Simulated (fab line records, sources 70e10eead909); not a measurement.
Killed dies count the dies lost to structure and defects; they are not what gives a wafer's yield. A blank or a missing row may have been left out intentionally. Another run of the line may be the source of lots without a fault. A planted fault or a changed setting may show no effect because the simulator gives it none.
fab line records -- flow nand_harc
[record] lots = 7, wafers = 21, last_day = 23
route steps=1159 shown A_CONTACT@929 END@1159
lots that met no fault: taken from a fault-free run of the same line
start_h: hours from the record's first day to the start of the lot's first wafer shown -- wait_h: hours since the lot's step before -- " the same as in the row above -- L1.1+2: several wafers, shown together as one row -- - value missing, or start not given -- * or withheld: withheld -- < > ~ a bound
route shown NAME@n: a module of which the file shows steps, and the number in the route of the first -- usual: mean/standard deviation taken from wafers without a fault -- same: alike in all rows -- chamber/n: place in a boat -- sites: readings site by site -- _std_site: their standard deviation -- _edge_site: the outer-site mean with the inner-site mean subtracted -- radius_mm: how far each site lies from the wafer's centre -- mask NAME#n: copy n -- behind: the most recent tool/chamber to have shaped the wafer -- hold: what put the lot on hold/how long, in hours/how the hold closed -- device: which transistor (n, p or np) failed to switch -- end of line: the same wafers' tests at the end of the route -- where a step has no rows: the recipe by itself -- killed: the dies lost at the first sort to structure and to defects; this is not the yield of the wafer -- map: the dies of a wafer, with x for killed, . for not killed, _ for no die there
set.NAME: the setting as run; set.NAME@STEP: as run at that earlier step -- model.NAME: the simulator's own value behind a step, which no gauge read
lots at selected steps of the route; one table per step, one row per wafer
services: when a tool's chamber went out of use (start_h, in hours from the record's first day, below 0 if earlier), for how many hours, and the reason
[[steps]]
[step NHARC_A_CONTACT_COAT_02]
[recipe] spin_rpm = 1500, resist_thk_nm = 90
[step NHARC_A_CONTACT_SOFTBAKE_03]
[recipe] temp_c = 105, time_s = 55
[step NHARC_A_CONTACT_EBR_04]
[step NHARC_A_CONTACT_EXPOSE_05]
[recipe] na = 1.35, sigma_outer = 0.8, dose_mj = 84.24, mask_id = A_CC
[step NHARC_A_CONTACT_PEB_06]
[recipe] peb_temp_c = 100, peb_time_s = 65
[step NHARC_A_CONTACT_DEVELOP_07]
[recipe] develop_time_s = 35, dev_temp_c = 23
[step NHARC_A_CONTACT_CD_MEAS_08]
[recipe] target_cd_nm = 100, landing_energy_ev = 500
[usual] cd_nm = 100.3/0.61
[same] landing_energy_ev = 500
lot.wafer,tool,chamber,start_h,wait_h,cd_nm
L124.2,cd_sem-01,0,437.75,-,100.5
L124.3,cd_sem-01,0,437.75,-,100.7
L124.4,cd_sem-01,0,437.75,-,100.6
L120.3,cd_sem-01,0,440.15,-,100.1
L120.4,cd_sem-01,0,440.15,-,100.9
L120.6,cd_sem-01,0,440.15,-,101.1
L126.2,cd_sem-01,0,452.27,-,101.7
L126.4,cd_sem-01,0,452.27,-,99.9
L126.6,cd_sem-01,0,452.27,-,99.9
L128.1,cd_sem-02,0,464.30,-,100.5
L128.2,cd_sem-02,0,464.30,-,100.8
L128.3,cd_sem-02,0,464.30,-,101.3
L127.1,cd_sem-02,0,472.41,-,99.9
L127.3,cd_sem-02,0,472.41,-,99.8
L127.5,cd_sem-02,0,472.41,-,99.5
L129.1,cd_sem-01,0,478.13,-,100.6
L129.3,cd_sem-01,0,478.13,-,100.6
L129.5,cd_sem-01,0,478.13,-,101.1
L134.1,cd_sem-01,0,496.86,-,99.6
L134.2,cd_sem-01,0,496.86,-,100.4
L134.4,cd_sem-01,0,496.86,-,101.1
[step NHARC_A_CONTACT_OVL_MEAS_09]
[usual] overlay_x_nm = 0.3/0.72, overlay_y_nm = 0.0/0.78
lot.wafer,tool,chamber,start_h,wait_h,overlay_x_nm,overlay_y_nm
L124.2,overlay-01,-,437.84,-,1.0,0.3
L124.3,overlay-01,-,437.84,-,1.6,0.9
L124.4,overlay-01,-,437.84,-,0.6,1.2
L120.3,overlay-01,-,440.24,-,1.2,0.6
L120.4,overlay-01,-,440.24,-,0.5,0.4
L120.6,overlay-01,-,440.24,-,1.4,0.7
L126.2,overlay-02,-,452.35,-,-0.1,-0.4
L126.4,overlay-02,-,452.35,-,-0.5,-0.4
L126.6,overlay-02,-,452.35,-,-0.6,-0.1
L128.1,overlay-01,-,464.40,-,-0.4,0.6
L128.2,overlay-01,-,464.40,-,-0.7,1.4
L128.3,overlay-01,-,464.40,-,-1.0,0.9
L127.1,overlay-01,-,472.50,-,0.5,0.2
L127.3,overlay-01,-,472.50,-,0.3,1.0
L127.5,overlay-01,-,472.50,-,0.6,0.5
L129.1,overlay-02,-,478.21,-,0.2,-0.2
L129.3,overlay-02,-,478.21,-,0.2,-0.4
L129.5,overlay-02,-,478.21,-,0.4,0.3
L134.1,overlay-01,-,496.96,-,1.4,0.4
L134.2,overlay-01,-,496.96,-,1.5,-0.8
L134.4,overlay-01,-,496.96,-,1.2,-0.6
[step NHARC_A_CONTACT_INSPECT_10]
[usual] raw_defect_count = 29/9.9
lot.wafer,tool,chamber,start_h,wait_h,raw_defect_count
L124.2,defect_inspect-01,-,437.88,0.0,27
L124.3,defect_inspect-01,-,437.88,0.0,19
L124.4,defect_inspect-01,-,437.88,0.0,32
L120.3,defect_inspect-01,-,440.27,0.0,23
L120.4,defect_inspect-01,-,440.27,0.0,26
L120.6,defect_inspect-01,-,440.27,0.0,32
L126.2,defect_inspect-02,-,452.39,0.0,40
L126.4,defect_inspect-02,-,452.39,0.0,24
L126.6,defect_inspect-02,-,452.39,0.0,26
L128.1,defect_inspect-01,-,464.44,0.0,34
L128.2,defect_inspect-01,-,464.44,0.0,37
L128.3,defect_inspect-01,-,464.44,0.0,34
L127.1,defect_inspect-02,-,472.53,0.0,34
L127.3,defect_inspect-02,-,472.53,0.0,33
L127.5,defect_inspect-02,-,472.53,0.0,35
L129.1,defect_inspect-02,-,478.25,0.0,16
L129.3,defect_inspect-02,-,478.25,0.0,16
L129.5,defect_inspect-02,-,478.25,0.0,12
L134.1,defect_inspect-02,-,496.99,0.0,40
L134.2,defect_inspect-02,-,496.99,0.0,38
L134.4,defect_inspect-02,-,496.99,0.0,40
[step NHARC_A_CONTACT_DESCUM_13]
[recipe] time_s = 3, o2_flow_sccm = 200, ar_flow_sccm = 0, bias_power_w = 0, chemistry = O2
[usual] drypump_motor_current_A = 5.7/0.41, oes_product_au = 0.999/0.0099, rf_vpp_V = 57.6/0.89, showerhead_plenum_p_Torr = 1.88/0.07, throttle_valve_pct = 11.310/0.0091
lot.wafer,tool,chamber,start_h,wait_h,drypump_motor_current_A,oes_product_au,rf_hours_counter_h,rf_vpp_V,showerhead_plenum_p_Torr,throttle_valve_pct
L124.2,rie_diel-03,3,437.94,0.1,5.6,1.010,7,56.1,1.77,11.311
L124.3,rie_diel-03,0,437.94,0.1,6.3,0.989,8,58.2,1.84,11.294
L124.4,rie_diel-03,1,437.94,0.1,5.7,0.993,7,58.9,1.94,11.311
L120.4,rie_diel-06,3,440.33,0.1,6.1,0.996,4,58.8,1.98,11.295
L120.3,rie_diel-06,1,440.33,0.1,5.8,0.989,4,58.5,1.96,11.316
L120.6,rie_diel-06,3,440.33,0.1,6.1,0.999,-,56.8,1.98,11.309
L126.2,rie_diel-03,0,452.45,0.1,6.3,1.004,12,57.5,1.84,11.287
L126.4,rie_diel-03,3,452.45,0.1,5.6,1.003,11,56.1,1.77,11.298
L126.6,rie_diel-03,1,452.45,0.1,5.7,1.009,-,57.0,1.94,11.320
L128.3,rie_diel-03,0,464.50,0.1,6.3,0.991,14,57.3,1.84,11.311
L128.1,rie_diel-03,2,464.50,0.1,5.3,1.004,13,56.7,1.80,11.304
L128.2,rie_diel-03,3,464.50,0.1,5.6,1.009,14,58.9,1.77,11.311
L127.3,rie_diel-06,3,472.63,0.1,6.1,1.005,16,58.4,1.98,11.317
L127.1,rie_diel-06,0,472.63,0.1,5.2,0.996,15,56.5,1.86,11.312
L127.5,rie_diel-06,1,472.63,0.1,5.8,0.988,-,57.1,1.96,11.323
L129.3,rie_diel-03,2,478.32,0.1,5.3,0.998,17,57.9,1.80,11.294
L129.1,rie_diel-03,0,478.32,0.1,6.3,0.994,17,57.9,1.84,11.308
L129.5,rie_diel-03,2,478.32,0.1,5.3,1.006,-,57.7,1.80,11.298
L134.1,rie_diel-12,3,497.06,0.1,4.7,1.009,42,57.0,1.84,11.305
L134.4,rie_diel-12,0,497.06,0.1,5.8,1.009,38,58.8,1.88,11.310
L134.2,rie_diel-12,2,497.06,0.1,5.5,1.013,39,57.8,1.89,11.321
[step NHARC_A_CONTACT_ETCH_88]
[recipe] target_depth_a = 390, over_etch_frac = 0.3, time_s = 65, ion_energy_ev = 80, cf4_flow_sccm = 150, ar_flow_sccm = 0, rf_w = 300, bias_w = 100, chemistry = CF4
[usual] drypump_motor_current_A = 5.7/0.41, oes_product_au = 0.999/0.011, rf_vpp_V = 151.0/1.1, showerhead_plenum_p_Torr = 1.74/0.061, throttle_valve_pct = 13.284/0.0085
lot.wafer,tool,chamber,start_h,wait_h,drypump_motor_current_A,oes_product_au,rf_hours_counter_h,rf_vpp_V,showerhead_plenum_p_Torr,throttle_valve_pct
L124.3,rie_diel-03,0,438.03,0.1,6.3,1.005,8,150.9,1.71,13.290
L124.4,rie_diel-03,1,438.03,0.1,5.7,0.989,7,151.4,1.80,13.296
L124.2,rie_diel-03,2,438.03,0.1,5.3,1.002,6,150.6,1.67,13.296
L120.4,rie_diel-06,1,440.42,0.1,5.9,0.992,4,151.3,1.81,13.299
L120.3,rie_diel-06,3,440.42,0.1,6.1,1.002,4,152.5,1.83,13.273
L120.6,rie_diel-06,1,440.42,0.1,5.9,0.995,-,152.4,1.81,13.279
L126.4,rie_diel-03,2,452.54,0.1,5.3,0.992,10,150.3,1.67,13.288
L126.2,rie_diel-03,3,452.54,0.1,5.6,0.992,11,148.9,1.65,13.291
L126.6,rie_diel-03,1,452.54,0.1,5.7,0.994,-,150.7,1.79,13.285
L128.3,rie_diel-03,2,464.59,0.1,5.3,0.998,13,149.1,1.67,13.282
L128.2,rie_diel-03,3,464.59,0.1,5.6,1.004,14,148.5,1.65,13.291
L128.1,rie_diel-03,1,464.59,0.1,5.7,0.998,14,152.4,1.79,13.281
L127.1,rie_diel-06,3,472.92,0.3,6.1,0.992,16,151.8,1.82,13.287
L127.3,rie_diel-06,0,472.92,0.3,5.2,0.998,15,151.9,1.72,13.272
L127.5,rie_diel-06,2,472.92,0.3,6.2,1.018,-,151.7,1.79,13.266
L129.3,rie_diel-03,3,478.40,0.1,5.6,1.001,18,149.1,1.65,13.279
L129.1,rie_diel-03,0,478.40,0.1,6.3,1.004,17,150.9,1.70,13.285
L129.5,rie_diel-03,0,478.40,0.1,6.3,0.993,-,152.1,1.70,13.276
L134.1,rie_diel-12,3,497.14,0.1,4.7,1.001,42,149.6,1.70,13.281
L134.2,rie_diel-12,1,497.14,0.1,6.0,0.987,40,152.4,1.81,13.290
L134.4,rie_diel-12,2,497.14,0.1,5.4,1.008,39,150.6,1.75,13.295
[step NHARC_A_CONTACT_ETCH_89]
[recipe] target_depth_a = 2600, over_etch_frac = 0.3, time_s = 475.3, ion_energy_ev = 200, n2_flow_sccm = 150, h2_flow_sccm = 150, ar_flow_sccm = 0, rf_w = 400, bias_w = 150, chemistry = N2/H2
[usual] drypump_motor_current_A = 5.7/0.4, h2_flow_sccm = 150.0/0.44, oes_product_au = 0.998/0.01, rf_vpp_V = 429.5/2.1, showerhead_plenum_p_Torr = 2.01/0.076, throttle_valve_pct = 14.172/0.0084
lot.wafer,tool,chamber,start_h,wait_h,drypump_motor_current_A,h2_flow_sccm,oes_product_au,rf_hours_counter_h,rf_vpp_V,showerhead_plenum_p_Torr,throttle_valve_pct
L124.3,rie_diel-03,1,-,-,5.7,150.5,0.985,8,432.6,2.07,14.178
L124.2,rie_diel-03,2,-,-,5.3,150.4,1.006,6,426.6,1.92,14.181
L124.4,rie_diel-03,3,-,-,5.6,150.0,0.990,8,427.0,1.89,14.180
L120.3,rie_diel-06,0,-,-,5.2,149.5,0.987,5,428.4,1.98,14.164
L120.4,rie_diel-06,2,-,-,6.1,150.8,1.014,4,430.3,2.07,14.179
L120.6,rie_diel-06,0,-,-,5.2,150.0,0.992,-,429.9,1.98,14.177
L126.4,rie_diel-03,2,-,-,5.3,150.0,1.002,10,426.7,1.92,14.188
L126.2,rie_diel-03,0,-,-,6.3,150.4,0.986,12,427.8,1.96,14.175
L126.6,rie_diel-03,3,-,-,5.6,149.5,0.998,-,427.1,1.89,14.176
L128.2,rie_diel-03,1,-,-,5.7,150.1,0.992,14,431.2,2.07,14.176
L128.3,rie_diel-03,2,-,-,5.3,149.7,0.998,13,426.8,1.91,14.162
L128.1,rie_diel-03,3,-,-,5.6,149.3,1.013,14,426.1,1.88,14.170
L127.3,rie_diel-06,1,-,-,5.8,149.8,0.987,14,432.2,2.09,14.167
L127.1,rie_diel-06,2,-,-,6.2,149.9,1.005,16,431.2,2.06,14.169
L127.5,rie_diel-06,1,-,-,5.8,150.0,0.991,-,430.9,2.09,14.173
L129.1,rie_diel-03,3,-,-,5.6,150.2,1.000,18,425.9,1.88,14.164
L129.3,rie_diel-03,0,-,-,6.3,150.1,0.991,17,428.8,1.96,14.170
L129.5,rie_diel-03,2,-,-,5.3,150.0,0.995,-,427.5,1.91,14.162
L134.4,rie_diel-12,2,-,-,5.4,149.8,1.010,39,431.0,2.01,14.178
L134.2,rie_diel-12,3,-,-,4.7,149.5,1.007,42,427.9,1.95,14.170
L134.1,rie_diel-12,0,-,-,5.8,149.9,0.987,38,428.1,2.01,14.176
[step NHARC_A_CONTACT_ETCH_30]
[recipe] target_depth_a = 605, time_s = 30.2, cf4_flow_sccm = 100, chf3_flow_sccm = 30, ar_flow_sccm = 0, rf_w = 500, bias_w = 200, chemistry = CF4/CHF3
[usual] chf3_flow_sccm = 30.00/0.091, drypump_motor_current_A = 5.7/0.4, oes_product_au = 0.932/0.02, rf_vpp_V = 369.7/1.9, showerhead_plenum_p_Torr = 1.55/0.055, throttle_valve_pct = 16.801/0.01
lot.wafer,tool,chamber,start_h,wait_h,chf3_flow_sccm,drypump_motor_current_A,oes_product_au,rf_hours_counter_h,rf_vpp_V,showerhead_plenum_p_Torr,throttle_valve_pct
L124.4,rie_diel-03,1,438.51,-,30.14,5.7,0.919,8,371.9,1.60,16.800
L124.2,rie_diel-03,2,438.51,-,29.91,5.3,0.934,6,367.4,1.49,16.806
L124.3,rie_diel-03,3,438.51,-,29.80,5.5,0.923,8,365.1,1.46,16.796
L120.4,rie_diel-06,2,440.89,-,30.05,6.1,0.984,4,369.2,1.59,16.802
L120.3,rie_diel-06,3,440.89,-,30.08,6.2,0.954,5,372.6,1.63,16.796
L120.6,rie_diel-06,1,440.89,-,30.12,5.8,0.964,-,370.6,1.61,16.794
L126.4,rie_diel-03,3,452.97,-,30.01,5.6,0.918,12,367.8,1.46,16.807
L126.2,rie_diel-03,0,452.97,-,30.02,6.3,0.818,12,369.2,1.52,16.799
L126.6,rie_diel-03,0,452.97,-,30.12,6.3,0.810,-,368.1,1.51,16.806
L128.2,rie_diel-03,3,465.05,-,30.15,5.7,0.824,15,368.2,1.46,16.792
L128.1,rie_diel-03,0,465.05,-,30.08,6.3,0.816,14,368.1,1.51,16.808
L128.3,rie_diel-03,1,465.05,-,29.99,5.7,0.931,14,372.6,1.60,16.799
L127.1,rie_diel-06,2,473.36,-,29.93,6.1,0.941,16,370.8,1.59,16.808
L127.3,rie_diel-06,3,473.36,-,29.99,6.1,0.932,16,370.9,1.62,16.800
L127.5,rie_diel-06,2,473.36,-,30.00,6.2,0.946,-,371.9,1.59,16.803
L129.3,rie_diel-03,3,478.87,-,30.13,5.5,0.931,18,365.7,1.46,16.807
L129.1,rie_diel-03,0,478.87,-,30.08,6.3,0.807,17,369.4,1.51,16.798
L129.5,rie_diel-03,2,478.87,-,30.09,5.3,0.926,-,368.2,1.48,16.804
L134.2,rie_diel-12,2,497.58,-,29.89,5.4,0.975,39,370.9,1.55,16.822
L134.1,rie_diel-12,3,497.58,-,29.83,4.7,0.969,42,369.1,1.51,16.814
L134.4,rie_diel-12,0,497.58,-,30.06,5.9,0.949,38,369.2,1.55,16.786
[step NHARC_A_CONTACT_ETCH_31]
[recipe] target_depth_a = 20000, over_etch_frac = 0.3, time_s = 520, ion_energy_ev = 150, o2_flow_sccm = 400, cos_flow_sccm = 20, ar_flow_sccm = 0, rf_w = 500, bias_w = 300, chemistry = O2/COS
[usual] drypump_motor_current_A = 5.7/0.41, oes_product_au = 0.999/0.01, rf_vpp_V = 313.3/1.8, showerhead_plenum_p_Torr = 3.07/0.11, throttle_valve_pct = 28.331/0.0091
lot.wafer,tool,chamber,start_h,wait_h,drypump_motor_current_A,oes_product_au,rf_hours_counter_h,rf_vpp_V,showerhead_plenum_p_Torr,throttle_valve_pct
L124.2,rie_diel-03,2,-,-,5.4,0.997,6,313.1,2.95,28.329
L124.3,rie_diel-03,3,-,-,5.6,1.002,8,311.1,2.91,28.340
L124.4,rie_diel-03,0,-,-,6.3,0.990,8,313.2,3.01,28.311
L120.4,rie_diel-06,3,-,-,6.2,1.000,5,314.7,3.22,28.349
L120.3,rie_diel-06,0,-,-,5.2,1.008,5,313.0,3.04,28.327
L120.6,rie_diel-06,1,-,-,5.8,0.993,-,315.5,3.20,28.330
L126.2,rie_diel-03,3,-,-,5.6,1.010,12,310.9,2.90,28.327
L126.4,rie_diel-03,0,-,-,6.3,0.992,12,311.4,3.01,28.327
L126.6,rie_diel-03,1,-,-,5.7,0.994,-,316.1,3.17,28.334
L128.2,rie_diel-03,1,-,-,5.7,0.993,14,313.7,3.17,28.324
L128.3,rie_diel-03,2,-,-,5.4,1.006,14,309.9,2.95,28.341
L128.1,rie_diel-03,3,-,-,5.6,1.017,15,310.1,2.90,28.333
L127.1,rie_diel-06,3,-,-,6.1,0.998,16,315.2,3.22,28.329
L127.3,rie_diel-06,1,-,-,5.9,0.983,15,313.1,3.19,28.316
L127.5,rie_diel-06,3,-,-,6.1,0.999,-,314.5,3.22,28.334
L129.3,rie_diel-03,2,-,-,5.3,0.993,17,312.8,2.94,28.327
L129.1,rie_diel-03,0,-,-,6.3,0.993,17,312.4,3.00,28.317
L129.5,rie_diel-03,3,-,-,5.6,1.000,-,310.1,2.90,28.343
L134.1,rie_diel-12,0,-,-,5.8,1.006,38,314.0,3.08,28.333
L134.2,rie_diel-12,1,-,-,6.0,0.989,41,315.7,3.20,28.352
L134.4,rie_diel-12,2,-,-,5.4,1.019,39,313.0,3.08,28.329
[step NHARC_END_SORT_01]
[recipe] temp_c = 25
[usual] killed_at_array = 29/8.4, killed_at_other = 0.7/1.2, killed_at_periphery = 3.8/2.1, killed_dies = 33/9, killed_open = 3.4/2, killed_short = 2.1/1.4
[same] gross_dies = 677
lot.wafer,tool,chamber,start_h,wait_h,killed_at_array,killed_at_other,killed_at_periphery,killed_dies,killed_open,killed_short
L126.2,prober-01,0,519.75,2.8,32,1,2,35,4,2
L126.4,prober-01,0,521.35,3.4,26,0,1,27,2,2
L126.6,prober-01,0,522.95,4.0,27,0,3,30,2,5
L129.1,prober-02,0,542.27,2.5,24,2,3,29,8,2
// killed by level:class
L126.2 A_SLIT:chamber_film_flake=14 A_CHANNEL_HOLE_D1:chamber_film_flake=6 A_STAIRCASE:chamber_film_flake=4 A_CONTACT:chamber_film_flake=3 P_CONTACT:geometric_particle:open=1 A_SGD_CUT:geometric_particle:short=1 A_WL_FILL:geometric_particle:short=1 A_WL_FILL:geometric_particle:open=1
L126.4 A_SLIT:chamber_film_flake=14 A_CHANNEL_HOLE_D1:chamber_film_flake=3 A_STAIRCASE:chamber_film_flake=3 A_ONON_D1:geometric_particle:short=1 A_CONTACT:geometric_particle:open=1 A_BLC:geometric_particle:short=1 A_M0:geometric_particle:open=1 P_STI:chamber_film_flake=1
L126.6 A_SLIT:chamber_film_flake=12 A_CHANNEL_HOLE_D1:chamber_film_flake=4 A_STAIRCASE:chamber_film_flake=4 P_CONTACT:geometric_particle:short=2 A_ONON_D1:geometric_particle:short=1 A_CHANNEL_FILL_D1:geometric_particle:short=1 A_CONTACT:geometric_particle:open=1 A_CONTACT:geometric_particle:short=1
L129.1 A_CHANNEL_HOLE_D1:chamber_film_flake=8 A_STAIRCASE:chamber_film_flake=3 A_WL_FILL:geometric_particle:open=2 A_WL_FILL:chamber_film_flake=2 THIN_TSV:chamber_film_flake=2 A_CONTACT:area_etch=2 P_GATE:geometric_particle:open=1 P_CONTACT:geometric_particle:open=1
[[services]]
tool,chamber,start_h,hours,kind
rie_diel-06,0,415.46,5.6,repair
rie_diel-06,-,418.30,9.0,pm
rie_diel-06,1,418.30,9.0,vent_cycle
rie_diel-06,2,418.30,9.0,vent_cycle
rie_diel-06,3,418.30,9.0,vent_cycle
rie_diel-03,0,426.02,-,clean
rie_diel-03,1,426.02,-,clean
rie_diel-03,2,426.02,-,clean
rie_diel-03,3,426.02,-,clean
rie_diel-06,0,427.30,-,clean
rie_diel-06,1,427.30,-,clean
rie_diel-06,2,427.30,-,clean
rie_diel-12,2,429.66,12.4,repair
rie_diel-03,0,450.52,-,clean
rie_diel-03,1,450.52,-,clean
rie_diel-03,2,450.52,-,clean
rie_diel-03,3,450.52,-,clean
rie_diel-03,-,458.90,0.2,repair
rie_diel-12,0,470.14,6.4,repair
rie_diel-12,1,473.86,5.9,repair
rie_diel-03,0,475.19,-,clean
rie_diel-03,1,475.19,-,clean
rie_diel-03,2,475.19,-,clean
rie_diel-03,3,475.19,-,clean
[[key]]
[first_sign] step = NHARC_A_CONTACT_ETCH_30, reading = oes_product_au, direction = down, sigmas = 5.9, usual = 0.932, struck = 0.815
effect none on later readings
met_at NHARC_A_CONTACT_ETCH_30
struck_wafers L126.2,L126.6,L128.1,L128.2,L129.1
tester_left_out L126,L128,L129
onset_between 438.51 452.97
[fault] kind = process_parameter_drift, tool = rie_diel-03, chamber = -, onset_h = 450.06, steps = NHARC_A_CONTACT_ETCH_30, channel = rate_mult, offset = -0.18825, shape = step, end_h = 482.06, scope = struck_wafers_only
// tester_left_out: of these lots the tester's yield and bins aren't shown, on N5 and GAA mostly nor the transistor test; their killed dies are dies lost to structure and defects alone, not to doping, threshold or leakage, so they don't give the yield
